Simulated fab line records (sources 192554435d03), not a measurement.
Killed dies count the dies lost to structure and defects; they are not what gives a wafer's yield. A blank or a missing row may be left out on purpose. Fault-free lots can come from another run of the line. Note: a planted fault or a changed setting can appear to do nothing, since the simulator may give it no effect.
fab line records | flow n5-finfet | part 2 of 2: steps 22 to 31 of 31
record: lots: 5 wafers: 15 last-day: 16
route steps=1938 shown BEOL_M14@1742
lots untouched by any fault: they come from a run of this same line in which no faults occurred
start-h: hours from the record's opening day to when the first of the lot's shown wafers began | wait-h: hours elapsed since this lot's preceding step | " identical to the entry in the row above | L1.1+2: a single row standing in for several wafers | - no value present, or no start provided | * or withheld: withheld | < > ~ a bound
route shown NAME@n: a module of which the file shows steps, and the number in the route of the first | usual: the fault-free wafers' mean and standard deviation | same: alike in all rows | chamber/n: place in a boat | sites: readings site by site | _std_site: their standard deviation | _edge_site: inner sites' mean taken away from outer sites' mean | radius-mm: for every site, how far away it sits from the centre of the wafer | mask NAME#n: copy n | behind: tool/chamber where the wafer was last shaped | hold: the reason the lot was held/the length of the hold in hours/how it ended | device: the transistor (n, p or np) that didn't switch | end of line: the route-end tests of the same wafers | a step given without rows: its recipe and nothing more | killed: dies lost to structure and defects at the first sort, not the wafer's yield | map: the dies of a wafer, with x for killed, . for not killed, _ for no die there
set.NAME: the setting as run; set.NAME@STEP: as run at that earlier step | model.NAME: the simulator's own value behind a step, which no gauge read
certain route steps with their lots: each step a table, each wafer a row
services: when a tool's chamber went out of use (start-h, in hours from the record's first day, below 0 if earlier), for how many hours, and the reason
== steps ==
step: N5_BEOL_M14_SPUTTER_44
recipe: material: Ta target-thk-a: 150 temp-c: 50 bias-v: 80 power-w: 15000 chamber-pressure-pa: 0.07 time-s: 24.19
usual: cathode-dc-power-W: 15000/2.8 throttle-valve-pct: 29.6/1.2
columns lot.wafer tool chamber start-h wait-h cathode-dc-power-W throttle-valve-pct
L075.1 pvd-sputter-01 - 238.87 0.0 15003 27.8
L075.2 " - " " 14999 29.5
L075.4 " - " " 15002 29.1
L083.1 pvd-sputter-02 - 280.86 0.0 14999 30.7
L083.2 " - " " 15001 29.2
L083.3 " - " " 15000 28.7
L086.3 pvd-sputter-03 - 303.81 0.0 15001 29.5
L086.5 " - " " 15001 31.9
L086.6 " - " " 15006 29.4
L087.1 pvd-sputter-03 - 306.59 0.0 15001 29.7
L087.4 " - " " 14995 32.2
L087.5 " - " " 14999 29.8
L095.3 pvd-sputter-02 - 365.61 0.0 14999 31.0
L095.5 " - " " 15001 30.8
L095.6 " - " " 15001 28.5
step: N5_BEOL_M14_SPUTTER_45
recipe: material: Cu target-thk-a: 1000 temp-c: -20 bias-v: 60 power-w: 26000 chamber-pressure-pa: 0.13 time-s: 16.67
usual: cathode-dc-power-W: 26000/5 throttle-valve-pct: 29.6/1.2
columns lot.wafer tool chamber start-h wait-h cathode-dc-power-W throttle-valve-pct
L075.1 pvd-sputter-01 - 238.95 0.0 26001 27.9
L075.2 " - " " 26006 29.6
L075.4 " - " " 26016 28.8
L083.1 pvd-sputter-02 - 280.94 0.0 26003 30.9
L083.2 " - " " 26004 29.2
L083.3 " - " " 25996 28.6
L086.3 pvd-sputter-03 - 303.89 0.0 25999 29.7
L086.5 " - " " 26007 31.9
L086.6 " - " " 25998 29.4
L087.1 pvd-sputter-03 - 306.67 0.0 25997 29.5
L087.4 " - " " 25999 32.0
L087.5 " - " " 26002 29.8
L095.3 pvd-sputter-02 - 365.69 0.0 25999 31.2
L095.5 " - " " 26003 30.8
L095.6 " - " " 26007 28.7
step: N5_BEOL_M14_ECD_47
recipe: material: Cu target-thk-a: 12480
columns lot.wafer tool chamber start-h wait-h
L075.1+2+4 ecd-cu-02 0,1,0 239.07 0.1
L083.1+2+3 ecd-cu-02 0,1,1 281.05 0.1
L086.3+5+6 ecd-cu-02 0,0,1 304.06 0.1
L087.1+4+5 ecd-cu-01 1,0,0 306.79 0.1
L095.3+5+6 ecd-cu-01 0,1,0 365.86 0.1
step: N5_BEOL_M14_ANNEAL_48
recipe: temp-c: 225 time-s: 90 ambient: N2
usual: wafer_temp_C_max: 226.18/0.29
columns lot.wafer tool chamber start-h wait-h wafer_temp_C_max
L075.1 rtp-anneal-01 0 239.27 0.1 226.37
L075.2 " 0 " " 226.23
L075.4 " 0 " " 225.70
L083.1 rtp-anneal-02 0 281.25 0.1 225.91
L083.2 " 0 " " 226.15
L083.3 " 0 " " 225.95
L086.3 rtp-anneal-01 0 304.29 0.2 226.44
L086.5 " 0 " " 226.54
L086.6 " 0 " " 226.24
L087.1 rtp-anneal-01 0 306.98 0.1 226.49
L087.4 " 0 " " 226.12
L087.5 " 0 " " 226.28
L095.3 rtp-anneal-02 0 366.08 0.2 225.74
L095.5 " 0 " " 225.64
L095.6 " 0 " " 225.74
step: N5_BEOL_M14_CMP_49
recipe: stop-on: SiO2 t-overpolish-s: 5.2 down-force-psi: 2 platen-rpm: 80 clearing-platen-down-force-psi: 2 clearing-platen-rpm: 80 post-cmp-clean: cu-alkaline target-thk-nm: 560 clearing-platen-pad-velocity-m-s: 1.5917 pad-velocity-m-s: 1.5917
usual: barrier-field-endpoint-s: 11.26/0.27 motor-current-A: 7.8/0.82 overpolish-run-s: 5.199/0.0096 slurry-filter-dp-kPa: 13.48/0.14 time-to-endpoint-s: 120/4.5
columns lot.wafer tool chamber start-h wait-h barrier-field-endpoint-s motor-current-A overpolish-run-s slurry-filter-dp-kPa time-to-endpoint-s
L075.4 cmp-02 1 239.56 0.1 10.98 6.8 5.186 13.49 112
L075.2 " 3 " " 11.56 8.1 5.210 13.50 123
L075.1 " 0 " " 11.11 8.0 5.201 13.49 116
L083.2 cmp-02 1 281.55 0.2 11.23 6.7 5.213 13.58 120
L083.3 " 2 " " 11.37 7.2 5.194 13.61 123
L083.1 " 3 " " 11.61 8.5 5.205 13.45 128
L086.3 cmp-03 3 304.53 0.2 11.54 7.6 5.207 13.60 121
L086.5 " 2 " " 11.62 8.7 5.208 13.44 129
L086.6 " 3 " " 11.37 7.8 5.202 13.34 123
L087.4 cmp-04 3 307.27 0.1 11.02 9.3 5.211 13.50 116
L087.1 " 1 " " 11.35 8.6 5.204 13.25 121
L087.5 " 3 " " 11.19 9.3 5.188 13.19 114
L095.3 cmp-03 3 366.33 0.2 11.51 7.3 5.183 13.48 124
L095.5 " 2 " " 11.62 8.1 5.217 13.69 126
L095.6 " 3 " " 11.34 7.6 5.195 13.69 121
step: N5_BEOL_M14_THK_MEAS_50
recipe: thk-meas-gauge: xrf reads: Cu_of_BEOL_M14_ECD_47
usual: M14_THK: 573/17
columns lot.wafer tool chamber start-h wait-h M14_THK[nm]
L075.1 film-metro-01 - 239.86 - 559
L075.2 " - " " 567
L075.4 " - " " 591
L083.1 film-metro-01 - 281.84 - 568
L083.2 " - " " 549
L083.3 " - " " 571
L086.3 film-metro-01 - 304.79 - 579
L086.5 " - " " 575
L086.6 " - " " 563
L087.1 film-metro-01 - 307.57 - 585
L087.4 " - " " 551
L087.5 " - " " 553
L095.3 film-metro-02 - 366.59 - 580
L095.5 " - " " 558
L095.6 " - " " 584
step: N5_BEOL_M14_PRE_CLEAN_52
recipe: gas: NH3 time-s: 15 temp-c: withheld rf-power-w: 300
columns lot.wafer tool chamber start-h wait-h
L075.1+2+4 pecvd-01 0,1,1 239.90 0.0
L083.1+2+3 pecvd-01 2,0,1 281.88 0.0
L086.3+5+6 pecvd-02 0,2,0 304.84 0.0
L087.1+4+5 pecvd-04 1,1,0 307.61 0.0
L095.3+5+6 pecvd-04 1,1,0 366.62 0.0
step: N5_BEOL_M14_DEP_53
recipe: material: SiCN target-thk-a: 500 temp-c: withheld precursor: 3MS/NH3 pressure-torr: 3 rf-w: 675 time-s: 17.8
usual: showerhead-plenum-p-Torr: 4.152/0.016 throttle-valve-pct: 18.3/1.4
columns lot.wafer tool chamber start-h wait-h showerhead-plenum-p-Torr throttle-valve-pct
L075.1 pecvd-01 0 239.92 0.0 4.167 18.4
L075.2 " 1 " " 4.148 19.9
L075.4 " 1 " " 4.146 20.0
L083.1 pecvd-01 2 281.90 0.0 4.166 16.8
L083.2 " 0 " " 4.153 18.0
L083.3 " 1 " " 4.140 20.1
L086.3 pecvd-02 0 304.88 0.0 4.131 18.2
L086.5 " 2 " " 4.152 16.9
L086.6 " 0 " " 4.145 18.1
L087.1 pecvd-04 1 307.63 0.0 4.172 20.8
L087.4 " 1 " " 4.169 20.5
L087.5 " 0 " " 4.116 18.7
L095.3 pecvd-04 1 366.65 0.0 4.163 20.9
L095.5 " 1 " " 4.172 20.8
L095.6 " 0 " " 4.116 18.7
step: N5_BEOL_M14_RS_MEAS_54
recipe: thk-meas-gauge: four-point-probe reads: Cu_of_BEOL_M14_ECD_47+Ta_of_BEOL_M14_SPUTTER_44+TaN_of_BEOL_M14_SPUTTER_43
usual: M14_RS: 0.0329/0.00099
columns lot.wafer tool chamber start-h wait-h M14_RS[ohm/sq]
L075.1 film-metro-01 - 239.99 0.0 0.0337
L075.2 " - " " 0.0336
L075.4 " - " " 0.0321
L083.1 film-metro-02 - 281.97 0.0 0.0331
L083.2 " - " " 0.0342
L083.3 " - " " 0.0328
L086.3 film-metro-02 - 304.95 0.1 0.0322
L086.5 " - " " 0.0323
L086.6 " - " " 0.0331
L087.1 film-metro-01 - 307.70 0.0 0.0322
L087.4 " - " " 0.0342
L087.5 " - " " 0.0344
L095.3 film-metro-02 - 366.72 0.1 0.0324
L095.5 " - " " 0.0338
L095.6 " - " " 0.0323
step: N5_BEOL_M14_INSPECT_55
recipe: inspect-instrument: darkfield mode: post-dep
usual: raw-defect-count: 68/22
columns lot.wafer tool chamber start-h wait-h raw-defect-count
L075.1 defect-inspect-02 - 240.01 0.0 74
L075.2 " - " " 53
L075.4 " - " " 55
L083.1 defect-inspect-01 - 282.00 0.0 57
L083.2 " - " " 49
L083.3 " - " " 61
L086.3 defect-inspect-01 - 304.97 0.0 110
L086.5 " - " " 131
L086.6 " - " " 84
L087.1 defect-inspect-01 - 307.73 0.0 74
L087.4 " - " " 46
L087.5 " - " " 58
L095.3 defect-inspect-01 - 366.74 0.0 85
L095.5 " - " " 87
L095.6 " - " " 61
== services ==
columns tool chamber start-h hours kind
rie-diel-06 - 224.00 4.3 pm
cmp-03 - 228.10 0.5 repair
krf-scanner-02 - 230.84 0.8 pm
cmp-02 - 237.54 0.3 repair
pecvd-04 - 238.23 0.5 repair
krf-scanner-02 - 238.52 0.2 repair
cmp-03 - 247.22 0.9 repair
pecvd-02 - 250.62 2.8 pm
pecvd-04 0 251.52 12.3 repair
ecd-cu-01 - 255.51 0.9 repair
wet-bench-03 - 260.92 1.9 repair
rie-diel-02 2 266.21 11.0 repair
rie-diel-04 - 279.19 1.3 repair
rie-diel-04 2 280.55 4.1 repair
krf-scanner-01 - 280.58 0.8 pm
pvd-sputter-02 - 284.61 5.1 repair
krf-scanner-01 - 302.66 1.0 pm
krf-scanner-01 - 305.96 0.7 repair
pecvd-01 - 306.51 1.0 repair
rie-diel-06 - 319.94 0.8 repair
pecvd-04 - 323.14 1.8 repair
krf-scanner-01 - 325.78 1.3 pm
krf-scanner-01 - 333.95 36.0 pm
rie-diel-04 0 366.47 32.6 repair
